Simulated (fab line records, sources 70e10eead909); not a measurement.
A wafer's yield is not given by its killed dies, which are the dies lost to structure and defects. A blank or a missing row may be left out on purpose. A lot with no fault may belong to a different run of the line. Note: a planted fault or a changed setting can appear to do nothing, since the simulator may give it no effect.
A struck lot beside a sound one / flow nand harc / 12 steps out of a route of 1302
Sound: the wafers L775.1, L775.2, L775.3. Wafers L784.1, L784.5, L784.6 were the ones struck. At the end, the cause is stated.
At each step with rows: each side's tool, then ch and its chambers, then its first start. Under that, the readings that differ: sound wafers / struck wafers / difference of the means / sigmas: that difference in standard deviations of wafers without a fault.
alike: readings with means less than 2 such deviations apart, plus words and numbers identical on both sides. not compared: withheld readings, readings lacking a value on some wafer, bounds such as >300 that could conceal the same value, and numbers that have no deviation in the record and whose values overlap.
The two part at a step that has a row with sigmas, a row that says differs or no value, or rows on one side only. Numbers that have no deviation but don't overlap get no sigmas and don't part them. Lack of a reading on every wafer of one side parts them only where that side has two or more wafers.

NHARC_A_SOURCE_PLATE_THK_MEAS_06: measures by ellipsometry.
  struck on film metro-01, day 12 23:40; sound on film metro-01, day 9 10:49
  alike: thk nm
NHARC_A_SOURCE_PLATE_INSPECT_08:
  struck on defect inspect-01, day 12 23:46; sound on defect inspect-02, day 9 10:56
reading=raw defect count; sound=27 63 60; struck=118 94 139; difference=+67; sigmas=+3
following that, 1 step holds no rows for these wafers, namely NHARC_A_ONON_D1_DEP_00 (target thickness 1000 nm).
NHARC_A_ONON_D1_THK_MEAS_02: measures by ellipsometry.
  struck on film metro-01, day 13 00:21; sound on film metro-02, day 9 11:30
reading=thk nm (nm); sound=982 982 983; struck=1004 1005 1007; difference=+23; sigmas=+3
following that, 1 step holds no rows for these wafers, namely NHARC_A_ONON_D1_DEP_03 (target thickness 1000 nm).
NHARC_A_ONON_D1_THK_MEAS_05: measures by ellipsometry.
  struck on film metro-01, day 13 00:55; sound on film metro-01, day 9 12:04
  alike: thk nm
following that, 1 step holds no rows for these wafers, namely NHARC_A_ONON_D1_DEP_06 (target thickness 1000 nm).
NHARC_A_ONON_D1_THK_MEAS_08: measures by ellipsometry.
  struck on film metro-02, day 13 01:28; sound on film metro-02, day 9 12:38
  alike: thk nm
following that, 1 step holds no rows for these wafers, namely NHARC_A_ONON_D1_DEP_09 (target thickness 1000 nm).
NHARC_A_ONON_D1_THK_MEAS_11: measures by ellipsometry.
  struck on film metro-02, day 13 02:02; sound on film metro-02, day 9 13:12
  alike: thk nm
NHARC_A_ONON_D1_DEP_12: target thk 1000 nm.
  struck on pecvd onon-04, day 13 02:05; sound on pecvd onon-01 ch 0, day 9 13:16
  no value came back on the struck wafers for n2 flow sccm (sccm), n2o flow sccm (sccm), sih4 flow sccm (sccm); on the sound wafers n2 flow sccm (sccm) reads 2750 2755 2752
-- the record jumps here: 16 days lie between the struck wafers' starts before and after (it left off in module A_ONON_D1 and takes up again in module END, whose first step shown is number 1302 of the route) --
NHARC_END_SORT_01:
  at this point the record logs the struck wafers (prober-02 ch 0, day 29 11:46) and has no rows for the sound ones

WHERE THEY PART
First at NHARC_A_SOURCE_PLATE_INSPECT_08; last, within this record, at NHARC_END_SORT_01.

WHY: whatever the simulator had introduced
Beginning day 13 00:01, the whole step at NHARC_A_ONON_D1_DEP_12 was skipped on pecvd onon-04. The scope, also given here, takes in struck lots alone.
